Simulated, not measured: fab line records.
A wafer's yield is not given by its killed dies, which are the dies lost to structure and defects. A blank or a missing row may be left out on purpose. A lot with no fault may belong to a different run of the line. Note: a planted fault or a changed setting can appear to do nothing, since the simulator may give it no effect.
fab line records || flow nand_harc
record: {"lots": 5, "wafers": 15, "last_day": 33}
route steps=1302 shown P_GATE@170 END@1302
lots that met no fault: taken from a fault-free run of the same line
start_h: start of the lot's first displayed wafer, in hours after the record's first day || wait_h: hours since the lot's step before || " identical to the entry in the row above || L1.1+2: one row covering several wafers at once || - value missing, or start not given || * or withheld: withheld || < > ~ a bound
route shown NAME@n: a module of which the file shows steps, and the number in the route of the first || usual: mean/standard deviation taken from wafers without a fault || same: alike in all rows || chamber/n: place in a boat || sites: each site's reading || _std_site: standard deviation across them || _edge_site: outer sites' mean less inner sites' || radius_mm: how far each site lies from the wafer's centre || mask NAME#n: copy n || behind: the last tool/chamber to shape the wafer || hold: the reason the lot was held/the length of the hold in hours/how it ended || device: names the non-switching transistor (n, p or np) || end of line: the route-end tests of the same wafers || step lacking rows: just its recipe || killed: dies that structure and defects cost at the first sort, which is not the same as the wafer's yield || map: per-die view of a wafer (x killed, . not killed, _ where there is no die)
set.NAME: the setting as run; set.NAME@STEP: as run at that earlier step || model.NAME: the simulator's own value behind a step, which no gauge read
lots at some steps of the route; a table a step, a row a wafer
services: a tool's chamber out of use, with start hour (start_h, from the record's first day; less than 0 if before it), hours out, and reason
== steps ==
step: NHARC_P_GATE_CD_MEAS_46
recipe: {"target_cd_nm": 720, "landing_energy_ev": 500}
usual: {"cd_nm": "719.7/1.5"}
{"lot.wafer": "L626.2", "tool": "cd_sem-01", "chamber": 0, "start_h": 137.80, "wait_h": "-", "cd_nm": 720.2}
{"lot.wafer": "L626.3", "tool": "cd_sem-01", "chamber": 0, "start_h": 137.80, "wait_h": "-", "cd_nm": 719.1}
{"lot.wafer": "L626.4", "tool": "cd_sem-01", "chamber": 0, "start_h": 137.80, "wait_h": "-", "cd_nm": 718.8}
{"lot.wafer": "L638.1", "tool": "cd_sem-03", "chamber": 0, "start_h": 254.11, "wait_h": "-", "cd_nm": 718.7}
{"lot.wafer": "L638.2", "tool": "cd_sem-03", "chamber": 0, "start_h": 254.11, "wait_h": "-", "cd_nm": 719.0}
{"lot.wafer": "L638.4", "tool": "cd_sem-03", "chamber": 0, "start_h": 254.11, "wait_h": "-", "cd_nm": 717.9}
{"lot.wafer": "L637.2", "tool": "cd_sem-03", "chamber": 0, "start_h": 254.27, "wait_h": "-", "cd_nm": 719.7}
{"lot.wafer": "L637.5", "tool": "cd_sem-03", "chamber": 0, "start_h": 254.27, "wait_h": "-", "cd_nm": 718.3}
{"lot.wafer": "L637.6", "tool": "cd_sem-03", "chamber": 0, "start_h": 254.27, "wait_h": "-", "cd_nm": 717.6}
{"lot.wafer": "L641.3", "tool": "cd_sem-02", "chamber": 0, "start_h": 297.75, "wait_h": "-", "cd_nm": 721.0}
{"lot.wafer": "L641.5", "tool": "cd_sem-02", "chamber": 0, "start_h": 297.75, "wait_h": "-", "cd_nm": 721.5}
{"lot.wafer": "L641.6", "tool": "cd_sem-02", "chamber": 0, "start_h": 297.75, "wait_h": "-", "cd_nm": 721.9}
{"lot.wafer": "L646.3", "tool": "cd_sem-02", "chamber": 0, "start_h": 341.26, "wait_h": "-", "cd_nm": 719.5}
{"lot.wafer": "L646.5", "tool": "cd_sem-02", "chamber": 0, "start_h": 341.26, "wait_h": "-", "cd_nm": 717.1}
{"lot.wafer": "L646.6", "tool": "cd_sem-02", "chamber": 0, "start_h": 341.26, "wait_h": "-", "cd_nm": 720.8}
step: NHARC_P_GATE_HARDBAKE_47
recipe: {"temp_c": 125, "time_s": 80}
step: NHARC_P_GATE_DESCUM_48
recipe: {"time_s": 3, "o2_flow_sccm": 200, "ar_flow_sccm": 0, "bias_power_w": 0, "chemistry": "O2"}
usual: {"drypump_motor_current_A": "5.6/0.34", "oes_product_au": "0.999/0.008", "rf_vpp_V": "57.8/0.89", "showerhead_plenum_p_Torr": "1.90/0.078", "throttle_valve_pct": "11.311/0.009"}
{"lot.wafer": "L626.4", "tool": "rie_diel-07", "chamber": 3, "start_h": 137.96, "wait_h": "-", "drypump_motor_current_A": 5.1, "oes_product_au": 1.005, "rf_hours_counter_h": 0, "rf_vpp_V": 58.5, "showerhead_plenum_p_Torr": 1.99, "throttle_valve_pct": 11.310}
{"lot.wafer": "L626.2", "tool": "rie_diel-07", "chamber": 0, "start_h": 137.96, "wait_h": "-", "drypump_motor_current_A": 5.6, "oes_product_au": 1.008, "rf_hours_counter_h": 0, "rf_vpp_V": 59.7, "showerhead_plenum_p_Torr": 1.97, "throttle_valve_pct": 11.297}
{"lot.wafer": "L626.3", "tool": "rie_diel-07", "chamber": 2, "start_h": 137.96, "wait_h": "-", "drypump_motor_current_A": 5.1, "oes_product_au": 0.991, "rf_hours_counter_h": 0, "rf_vpp_V": 57.8, "showerhead_plenum_p_Torr": 2.00, "throttle_valve_pct": 11.308}
{"lot.wafer": "L638.1", "tool": "rie_diel-07", "chamber": 0, "start_h": 254.27, "wait_h": "-", "drypump_motor_current_A": 5.6, "oes_product_au": 0.993, "rf_hours_counter_h": 8, "rf_vpp_V": 59.0, "showerhead_plenum_p_Torr": 1.97, "throttle_valve_pct": 11.313}
{"lot.wafer": "L638.4", "tool": "rie_diel-07", "chamber": 1, "start_h": 254.27, "wait_h": "-", "drypump_motor_current_A": 5.4, "oes_product_au": 1.003, "rf_hours_counter_h": 7, "rf_vpp_V": 58.5, "showerhead_plenum_p_Torr": 1.82, "throttle_valve_pct": 11.304}
{"lot.wafer": "L638.2", "tool": "rie_diel-07", "chamber": 2, "start_h": 254.27, "wait_h": "-", "drypump_motor_current_A": 5.1, "oes_product_au": 0.979, "rf_hours_counter_h": 7, "rf_vpp_V": 58.3, "showerhead_plenum_p_Torr": 1.99, "throttle_valve_pct": 11.313}
{"lot.wafer": "L637.2", "tool": "rie_diel-04", "chamber": 0, "start_h": 254.44, "wait_h": "-", "drypump_motor_current_A": 5.8, "oes_product_au": 1.010, "rf_hours_counter_h": 4, "rf_vpp_V": 56.9, "showerhead_plenum_p_Torr": 1.90, "throttle_valve_pct": 11.311}
{"lot.wafer": "L637.5", "tool": "rie_diel-04", "chamber": 3, "start_h": 254.44, "wait_h": "-", "drypump_motor_current_A": 5.4, "oes_product_au": 1.000, "rf_hours_counter_h": "-", "rf_vpp_V": 57.4, "showerhead_plenum_p_Torr": 1.97, "throttle_valve_pct": 11.310}
{"lot.wafer": "L637.6", "tool": "rie_diel-04", "chamber": 0, "start_h": 254.44, "wait_h": "-", "drypump_motor_current_A": 5.8, "oes_product_au": 1.021, "rf_hours_counter_h": "-", "rf_vpp_V": 57.0, "showerhead_plenum_p_Torr": 1.90, "throttle_valve_pct": 11.316}
{"lot.wafer": "L641.3", "tool": "rie_diel-09", "chamber": 1, "start_h": 297.93, "wait_h": "-", "drypump_motor_current_A": 5.8, "oes_product_au": 1.001, "rf_hours_counter_h": 8, "rf_vpp_V": 58.1, "showerhead_plenum_p_Torr": 1.83, "throttle_valve_pct": 11.321}
{"lot.wafer": "L641.6", "tool": "rie_diel-09", "chamber": 3, "start_h": 297.93, "wait_h": "-", "drypump_motor_current_A": 6.4, "oes_product_au": 0.999, "rf_hours_counter_h": "-", "rf_vpp_V": 57.3, "showerhead_plenum_p_Torr": 1.82, "throttle_valve_pct": 11.303}
{"lot.wafer": "L641.5", "tool": "rie_diel-09", "chamber": 0, "start_h": 297.93, "wait_h": "-", "drypump_motor_current_A": 5.6, "oes_product_au": 1.000, "rf_hours_counter_h": "-", "rf_vpp_V": 57.0, "showerhead_plenum_p_Torr": 1.79, "throttle_valve_pct": 11.302}
{"lot.wafer": "L646.3", "tool": "rie_diel-04", "chamber": 1, "start_h": 341.44, "wait_h": "-", "drypump_motor_current_A": 5.8, "oes_product_au": 0.998, "rf_hours_counter_h": 9, "rf_vpp_V": 56.9, "showerhead_plenum_p_Torr": 1.98, "throttle_valve_pct": 11.317}
{"lot.wafer": "L646.6", "tool": "rie_diel-04", "chamber": 3, "start_h": 341.44, "wait_h": "-", "drypump_motor_current_A": 5.5, "oes_product_au": 0.997, "rf_hours_counter_h": "-", "rf_vpp_V": 57.6, "showerhead_plenum_p_Torr": 1.97, "throttle_valve_pct": 11.307}
{"lot.wafer": "L646.5", "tool": "rie_diel-04", "chamber": 0, "start_h": 341.44, "wait_h": "-", "drypump_motor_current_A": 5.8, "oes_product_au": 1.007, "rf_hours_counter_h": "-", "rf_vpp_V": 57.7, "showerhead_plenum_p_Torr": 1.90, "throttle_valve_pct": 11.295}
step: NHARC_P_GATE_IMPLANT_49
recipe: {"energy_kev": 30, "dose_cm2": 3e+15, "tilt_deg": 7}
step: NHARC_P_GATE_STRIP_111
recipe: {"power_w": 1500, "temp_c": 110, "time_s": 250, "chemistry": "N2/H2"}
usual: {"drypump_motor_current_A": "5.93/0.3", "heater_power_w": "91/7.2"}
{"lot.wafer": "L626.2", "tool": "plasma_asher-02", "chamber": 1, "start_h": 138.37, "wait_h": 0.2, "drypump_motor_current_A": 5.43, "heater_power_w": 83, "rf_hours_counter_h": 14}
{"lot.wafer": "L626.3", "tool": "plasma_asher-02", "chamber": 0, "start_h": 138.37, "wait_h": 0.2, "drypump_motor_current_A": 6.21, "heater_power_w": 87, "rf_hours_counter_h": "-"}
{"lot.wafer": "L626.4", "tool": "plasma_asher-02", "chamber": 1, "start_h": 138.37, "wait_h": 0.2, "drypump_motor_current_A": 5.44, "heater_power_w": 80, "rf_hours_counter_h": "-"}
{"lot.wafer": "L638.2", "tool": "plasma_asher-01", "chamber": 1, "start_h": 254.64, "wait_h": 0.2, "drypump_motor_current_A": 6.06, "heater_power_w": 97, "rf_hours_counter_h": 15}
{"lot.wafer": "L638.1", "tool": "plasma_asher-01", "chamber": 0, "start_h": 254.64, "wait_h": 0.2, "drypump_motor_current_A": 6.00, "heater_power_w": 100, "rf_hours_counter_h": 15}
{"lot.wafer": "L638.4", "tool": "plasma_asher-01", "chamber": 1, "start_h": 254.64, "wait_h": 0.2, "drypump_motor_current_A": 6.04, "heater_power_w": 98, "rf_hours_counter_h": "-"}
{"lot.wafer": "L637.2", "tool": "plasma_asher-01", "chamber": 0, "start_h": 255.01, "wait_h": 0.4, "drypump_motor_current_A": 6.02, "heater_power_w": 100, "rf_hours_counter_h": 16}
{"lot.wafer": "L637.5", "tool": "plasma_asher-01", "chamber": 0, "start_h": 255.01, "wait_h": 0.4, "drypump_motor_current_A": 6.03, "heater_power_w": 101, "rf_hours_counter_h": "-"}
{"lot.wafer": "L637.6", "tool": "plasma_asher-01", "chamber": 1, "start_h": 255.01, "wait_h": 0.4, "drypump_motor_current_A": 6.06, "heater_power_w": 98, "rf_hours_counter_h": "-"}
{"lot.wafer": "L641.3", "tool": "plasma_asher-02", "chamber": 0, "start_h": 298.38, "wait_h": 0.2, "drypump_motor_current_A": 6.20, "heater_power_w": 84, "rf_hours_counter_h": "-"}
{"lot.wafer": "L641.6", "tool": "plasma_asher-02", "chamber": 0, "start_h": 298.38, "wait_h": 0.2, "drypump_motor_current_A": 6.19, "heater_power_w": 87, "rf_hours_counter_h": "-"}
{"lot.wafer": "L641.5", "tool": "plasma_asher-02", "chamber": 1, "start_h": 298.38, "wait_h": 0.2, "drypump_motor_current_A": 5.44, "heater_power_w": 82, "rf_hours_counter_h": "-"}
{"lot.wafer": "L646.3", "tool": "plasma_asher-01", "chamber": 0, "start_h": 341.91, "wait_h": 0.3, "drypump_motor_current_A": 6.03, "heater_power_w": 100, "rf_hours_counter_h": "-"}
{"lot.wafer": "L646.5", "tool": "plasma_asher-01", "chamber": 0, "start_h": 341.91, "wait_h": 0.3, "drypump_motor_current_A": 6.01, "heater_power_w": 97, "rf_hours_counter_h": "-"}
{"lot.wafer": "L646.6", "tool": "plasma_asher-01", "chamber": 1, "start_h": 341.91, "wait_h": 0.3, "drypump_motor_current_A": 6.08, "heater_power_w": 93, "rf_hours_counter_h": "-"}
step: NHARC_P_GATE_STRIP_75
recipe: {"power_w": 1500, "temp_c": 250, "chemistry": "O2"}
usual: {"drypump_motor_current_A": "5.93/0.29", "heater_power_w": "340/26"}
{"lot.wafer": "L626.2", "tool": "plasma_asher-02", "chamber": 1, "start_h": 138.64, "wait_h": 0.2, "drypump_motor_current_A": 5.43, "heater_power_w": 309, "rf_hours_counter_h": 14}
{"lot.wafer": "L626.3", "tool": "plasma_asher-02", "chamber": 0, "start_h": 138.64, "wait_h": 0.2, "drypump_motor_current_A": 6.20, "heater_power_w": 322, "rf_hours_counter_h": "-"}
{"lot.wafer": "L626.4", "tool": "plasma_asher-02", "chamber": 1, "start_h": 138.64, "wait_h": 0.2, "drypump_motor_current_A": 5.42, "heater_power_w": 305, "rf_hours_counter_h": "-"}
{"lot.wafer": "L638.2", "tool": "plasma_asher-01", "chamber": 1, "start_h": 254.94, "wait_h": 0.3, "drypump_motor_current_A": 6.07, "heater_power_w": 356, "rf_hours_counter_h": 16}
{"lot.wafer": "L638.1", "tool": "plasma_asher-01", "chamber": 0, "start_h": 254.94, "wait_h": 0.3, "drypump_motor_current_A": 6.02, "heater_power_w": 372, "rf_hours_counter_h": 16}
{"lot.wafer": "L638.4", "tool": "plasma_asher-01", "chamber": 1, "start_h": 254.94, "wait_h": 0.3, "drypump_motor_current_A": 6.04, "heater_power_w": 354, "rf_hours_counter_h": "-"}
{"lot.wafer": "L637.2", "tool": "plasma_asher-01", "chamber": 0, "start_h": 255.31, "wait_h": 0.2, "drypump_motor_current_A": 6.00, "heater_power_w": 377, "rf_hours_counter_h": 16}
{"lot.wafer": "L637.5", "tool": "plasma_asher-01", "chamber": 0, "start_h": 255.31, "wait_h": 0.2, "drypump_motor_current_A": 6.01, "heater_power_w": 376, "rf_hours_counter_h": "-"}
{"lot.wafer": "L637.6", "tool": "plasma_asher-01", "chamber": 1, "start_h": 255.31, "wait_h": 0.2, "drypump_motor_current_A": 6.11, "heater_power_w": 356, "rf_hours_counter_h": "-"}
{"lot.wafer": "L641.3", "tool": "plasma_asher-02", "chamber": 0, "start_h": 298.60, "wait_h": 0.2, "drypump_motor_current_A": 6.19, "heater_power_w": 322, "rf_hours_counter_h": "-"}
{"lot.wafer": "L641.6", "tool": "plasma_asher-02", "chamber": 0, "start_h": 298.60, "wait_h": 0.2, "drypump_motor_current_A": 6.19, "heater_power_w": 320, "rf_hours_counter_h": "-"}
{"lot.wafer": "L641.5", "tool": "plasma_asher-02", "chamber": 1, "start_h": 298.60, "wait_h": 0.2, "drypump_motor_current_A": 5.42, "heater_power_w": 310, "rf_hours_counter_h": "-"}
{"lot.wafer": "L646.3", "tool": "plasma_asher-01", "chamber": 0, "start_h": 342.14, "wait_h": 0.2, "drypump_motor_current_A": 6.01, "heater_power_w": 382, "rf_hours_counter_h": "-"}
{"lot.wafer": "L646.5", "tool": "plasma_asher-01", "chamber": 0, "start_h": 342.14, "wait_h": 0.2, "drypump_motor_current_A": 6.03, "heater_power_w": 374, "rf_hours_counter_h": "-"}
{"lot.wafer": "L646.6", "tool": "plasma_asher-01", "chamber": 1, "start_h": 342.14, "wait_h": 0.2, "drypump_motor_current_A": 6.08, "heater_power_w": 360, "rf_hours_counter_h": "-"}
step: NHARC_P_GATE_STRIP_50
recipe: {"time_s": 900, "temp_c": 130, "chemistry": "SPM"}
step: NHARC_P_GATE_DEHYDRATE_51
recipe: {"temp_c": 150, "time_s": 120}
step: NHARC_P_GATE_HMDS_52
recipe: {"time_s": 30}
step: NHARC_P_GATE_COAT_53
recipe: {"spin_rpm": 3000}
step: NHARC_P_GATE_SOFTBAKE_54
recipe: {"temp_c": 122, "time_s": 95}
step: NHARC_P_GATE_EBR_55
step: NHARC_P_GATE_EXPOSE_56
recipe: {"na": 0.6, "target_cd_nm": 720, "dose_mj": 14.81, "mask_id": "P_PSD"}
{"lot.wafer": "L626.2+3+4", "tool": "krf_scanner-01", "chamber": 0, "start_h": 139.40, "wait_h": "-", "mask": "P_HVN#0"}
{"lot.wafer": "L638.1+2+4", "tool": "krf_scanner-01", "chamber": 0, "start_h": 255.71, "wait_h": "-", "mask": "P_PSD#0"}
{"lot.wafer": "L637.2+5+6", "tool": "krf_scanner-04", "chamber": 0, "start_h": 256.08, "wait_h": "-", "mask": "P_PSD#0"}
{"lot.wafer": "L641.3+5+6", "tool": "krf_scanner-03", "chamber": 0, "start_h": 299.36, "wait_h": "-", "mask": "P_PSD#0"}
{"lot.wafer": "L646.3+5+6", "tool": "krf_scanner-01", "chamber": 0, "start_h": 342.89, "wait_h": "-", "mask": "P_PSD#0"}
step: NHARC_P_GATE_PEB_57
recipe: {"peb_temp_c": 118, "peb_time_s": 85}
step: NHARC_P_GATE_DEVELOP_58
recipe: {"time_s": 70}
step: NHARC_P_GATE_CD_MEAS_59
recipe: {"target_cd_nm": 720, "landing_energy_ev": 500}
usual: {"cd_nm": "719.8/1.3"}
{"lot.wafer": "L626.2", "tool": "cd_sem-01", "chamber": 0, "start_h": 139.55, "wait_h": "-", "cd_nm": "-"}
{"lot.wafer": "L626.3", "tool": "cd_sem-01", "chamber": 0, "start_h": 139.55, "wait_h": "-", "cd_nm": "-"}
{"lot.wafer": "L626.4", "tool": "cd_sem-01", "chamber": 0, "start_h": 139.55, "wait_h": "-", "cd_nm": "-"}
{"lot.wafer": "L638.1", "tool": "cd_sem-03", "chamber": 0, "start_h": 255.86, "wait_h": "-", "cd_nm": 718.7}
{"lot.wafer": "L638.2", "tool": "cd_sem-03", "chamber": 0, "start_h": 255.86, "wait_h": "-", "cd_nm": 718.6}
{"lot.wafer": "L638.4", "tool": "cd_sem-03", "chamber": 0, "start_h": 255.86, "wait_h": "-", "cd_nm": 720.0}
{"lot.wafer": "L637.2", "tool": "cd_sem-03", "chamber": 0, "start_h": 256.24, "wait_h": "-", "cd_nm": 720.8}
{"lot.wafer": "L637.5", "tool": "cd_sem-03", "chamber": 0, "start_h": 256.24, "wait_h": "-", "cd_nm": 720.1}
{"lot.wafer": "L637.6", "tool": "cd_sem-03", "chamber": 0, "start_h": 256.24, "wait_h": "-", "cd_nm": 720.2}
{"lot.wafer": "L641.3", "tool": "cd_sem-03", "chamber": 0, "start_h": 299.51, "wait_h": "-", "cd_nm": 719.7}
{"lot.wafer": "L641.5", "tool": "cd_sem-03", "chamber": 0, "start_h": 299.51, "wait_h": "-", "cd_nm": 716.8}
{"lot.wafer": "L641.6", "tool": "cd_sem-03", "chamber": 0, "start_h": 299.51, "wait_h": "-", "cd_nm": 719.3}
{"lot.wafer": "L646.3", "tool": "cd_sem-01", "chamber": 0, "start_h": 343.04, "wait_h": "-", "cd_nm": 717.6}
{"lot.wafer": "L646.5", "tool": "cd_sem-01", "chamber": 0, "start_h": 343.04, "wait_h": "-", "cd_nm": 718.8}
{"lot.wafer": "L646.6", "tool": "cd_sem-01", "chamber": 0, "start_h": 343.04, "wait_h": "-", "cd_nm": 717.2}
step: NHARC_P_GATE_HARDBAKE_60
recipe: {"temp_c": 125, "time_s": 80}
step: NHARC_END_SORT_01
recipe: {"temp_c": 25}
usual: {"killed_at_array": "46/15", "killed_at_other": "0.8/1.1", "killed_at_periphery": "4.0/2.9", "killed_dies": "50/15", "killed_open": "3.2/1.8", "killed_short": "2.3/1.6"}
same: {"gross_dies": 677}
{"lot.wafer": "L626.2", "tool": "prober-01", "chamber": 0, "start_h": 585.44, "wait_h": 2.8, "killed_at_array": 49, "killed_at_other": 3, "killed_at_periphery": 625, "killed_dies": 677, "killed_open": 4, "killed_short": 3}
{"lot.wafer": "L626.3", "tool": "prober-01", "chamber": 0, "start_h": 586.23, "wait_h": 3.1, "killed_at_array": 52, "killed_at_other": 0, "killed_at_periphery": 625, "killed_dies": 677, "killed_open": 3, "killed_short": 1}
{"lot.wafer": "L626.4", "tool": "prober-01", "chamber": 0, "start_h": 587.02, "wait_h": 3.4, "killed_at_array": 47, "killed_at_other": 0, "killed_at_periphery": 630, "killed_dies": 677, "killed_open": 2, "killed_short": 2}
killed by level:class
L626.2 P_GATE:area_expose=616 A_CHANNEL_HOLE_D1:chamber_film_flake=16 A_CHANNEL_HOLE_D2:chamber_film_flake=15 A_STAIRCASE:chamber_film_flake=8 P_CONTACT:chamber_film_flake=4 THIN_TSV:chamber_film_flake=3 A_ONON_D1:geometric_particle:short=2 P_ZERO_WELL:chamber_film_flake=2
L626.3 P_GATE:area_expose=619 A_CHANNEL_HOLE_D2:chamber_film_flake=25 A_CHANNEL_HOLE_D1:chamber_film_flake=20 A_STAIRCASE:chamber_film_flake=3 P_CONTACT:chamber_film_flake=2 P_STI:geometric_particle:open=1 P_GATE:geometric_particle:open=1 P_M0:geometric_particle:short=1
L626.4 P_GATE:area_expose=623 A_CHANNEL_HOLE_D2:chamber_film_flake=23 A_CHANNEL_HOLE_D1:chamber_film_flake=12 P_CONTACT:chamber_film_flake=5 A_STAIRCASE:chamber_film_flake=4 A_CONTACT:chamber_film_flake=3 P_GATE:chamber_film_flake=2 A_CHANNEL_FILL_D1:geometric_particle:short=1
map L626.2 (x killed, . not)
____________x____________
_________xxxxxxx_________
_______xxxxxxxxxxx_______
______xxxxxxxxxxxxx______
_____xxxxxxxxxxxxxxx_____
____xxxxxxxxxxxxxxxxx____
____xxxxxxxxxxxxxxxxx____
___xxxxxxxxxxxxxxxxxxx___
___xxxxxxxxxxxxxxxxxxx___
__xxxxxxxxxxxxxxxxxxxxx__
__xxxxxxxxxxxxxxxxxxxxx__
_xxxxxxxxxxxxxxxxxxxxxxx_
_xxxxxxxxxxxxxxxxxxxxxxx_
_xxxxxxxxxxxxxxxxxxxxxxx_
_xxxxxxxxxxxxxxxxxxxxxxx_
_xxxxxxxxxxxxxxxxxxxxxxx_
xxxxxxxxxxxxxxxxxxxxxxxxx
xxxxxxxxxxxxxxxxxxxxxxxxx
xxxxxxxxxxxxxxxxxxxxxxxxx
xxxxxxxxxxxxxxxxxxxxxxxxx
xxxxxxxxxxxxxxxxxxxxxxxxx
_xxxxxxxxxxxxxxxxxxxxxxx_
_xxxxxxxxxxxxxxxxxxxxxxx_
_xxxxxxxxxxxxxxxxxxxxxxx_
_xxxxxxxxxxxxxxxxxxxxxxx_
_xxxxxxxxxxxxxxxxxxxxxxx_
__xxxxxxxxxxxxxxxxxxxxx__
__xxxxxxxxxxxxxxxxxxxxx__
___xxxxxxxxxxxxxxxxxxx___
___xxxxxxxxxxxxxxxxxxx___
____xxxxxxxxxxxxxxxxx____
____xxxxxxxxxxxxxxxxx____
_____xxxxxxxxxxxxxxx_____
______xxxxxxxxxxxxx______
_______xxxxxxxxxxx_______
_________xxxxxxx_________
____________x____________
map L646.5 (x killed, . not)
____________.____________
_________......._________
_______........x.._______
______.............______
_____.....x........._____
____....x............____
____...........x.....____
___...................___
___........x..........___
__...........x.....x...__
__.....................__
_...x..................._
_......x................_
_.....x................._
_....x......x.....x....._
_.............x...x....._
.....x...................
.....x......x............
.........................
.........................
.........................
_x......................_
_......................._
_x.......x.............._
_...x..................._
_...............x......._
__.....................__
__...........x....x....__
___.........x.x.......___
___........x..........___
____.................____
____....x........x...____
_____..............._____
______.....x.xx....______
_______...xx..xxx._______
_________..x.xx._________
____________x____________
== services ==
{"tool": "rie_diel-07", "chamber": "-", "start_h": 114.53, "hours": 0.2, "kind": "repair"}
{"tool": "rie_diel-07", "chamber": "-", "start_h": 117.20, "hours": 9.0, "kind": "pm"}
{"tool": "rie_diel-07", "chamber": "-", "start_h": 137.05, "hours": 0.2, "kind": "repair"}
{"tool": "krf_scanner-01", "chamber": "-", "start_h": 140.00, "hours": 4.0, "kind": "pm"}
{"tool": "rie_diel-09", "chamber": "-", "start_h": 143.10, "hours": 9.0, "kind": "pm"}
{"tool": "krf_scanner-04", "chamber": "-", "start_h": 155.82, "hours": 2.3, "kind": "repair"}
{"tool": "krf_scanner-03", "chamber": "-", "start_h": 157.37, "hours": 1.9, "kind": "repair"}
{"tool": "plasma_asher-01", "chamber": "-", "start_h": 165.00, "hours": 9.0, "kind": "pm"}
{"tool": "rie_diel-04", "chamber": "-", "start_h": 177.98, "hours": 9.0, "kind": "pm"}
{"tool": "krf_scanner-01", "chamber": "-", "start_h": 209.27, "hours": 0.7, "kind": "repair"}
{"tool": "krf_scanner-01", "chamber": "-", "start_h": 213.28, "hours": 0.4, "kind": "repair"}
{"tool": "rie_diel-07", "chamber": 1, "start_h": 216.31, "hours": 2.7, "kind": "repair"}
{"tool": "rie_diel-04", "chamber": 2, "start_h": 218.43, "hours": 1.9, "kind": "repair"}
{"tool": "krf_scanner-01", "chamber": "-", "start_h": 221.87, "hours": 0.4, "kind": "repair"}
{"tool": "krf_scanner-01", "chamber": "-", "start_h": 237.11, "hours": 10.7, "kind": "repair"}
{"tool": "plasma_asher-02", "chamber": "-", "start_h": 242.15, "hours": 0.3, "kind": "repair"}
{"tool": "plasma_asher-02", "chamber": "-", "start_h": 249.22, "hours": 9.0, "kind": "pm"}
{"tool": "rie_diel-07", "chamber": 1, "start_h": 261.29, "hours": 3.8, "kind": "repair"}
{"tool": "plasma_asher-02", "chamber": "-", "start_h": 272.82, "hours": 0.7, "kind": "repair"}
{"tool": "rie_diel-04", "chamber": 0, "start_h": 284.99, "hours": 1.9, "kind": "repair"}
{"tool": "rie_diel-07", "chamber": "-", "start_h": 294.21, "hours": 9.0, "kind": "pm"}
{"tool": "rie_diel-04", "chamber": "-", "start_h": 294.96, "hours": 0.3, "kind": "repair"}
{"tool": "krf_scanner-01", "chamber": "-", "start_h": 312.02, "hours": 4.0, "kind": "pm"}
{"tool": "rie_diel-07", "chamber": 1, "start_h": 335.23, "hours": 119.6, "kind": "repair"}
== key ==
first_sign: {"step": "NHARC_P_GATE_EXPOSE_56", "reading": "mask", "direction": "changed"}
effect: {"step": "NHARC_P_GATE_CD_MEAS_59", "reading": "cd_nm", "direction": "missing"}
effect: {"step": "NHARC_END_SORT_01", "reading": "killed_at_periphery", "direction": "up", "sigmas": "99+", "usual": 4.0, "struck": 626.7}
more_kills_born_at: {"NHARC_P_GATE_EXPOSE_56@krf_scanner-01": 1858}
met_at NHARC_P_GATE_EXPOSE_56
struck_wafers L626.2,L626.3,L626.4
later_rows_left_out L626.2,L626.3,L626.4
tester_left_out L626
fault: {"kind": "wrong_mask", "tool": "any", "chamber": "-", "onset_h": 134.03, "steps": "NHARC_P_GATE_EXPOSE_56", "aux_copy": "P_HVN#0", "scope": "struck_lots_only"}
tester_left_out: of these lots the tester's yield and bins aren't shown, on N5 and GAA mostly nor the transistor test; their killed dies are dies lost to structure and defects alone, not to doping, threshold or leakage, so they don't give the yield
later_rows_left_out: the simulator's readings of these wafers behind a module that went badly wrong aren't trusted and aren't shown, but for the sort
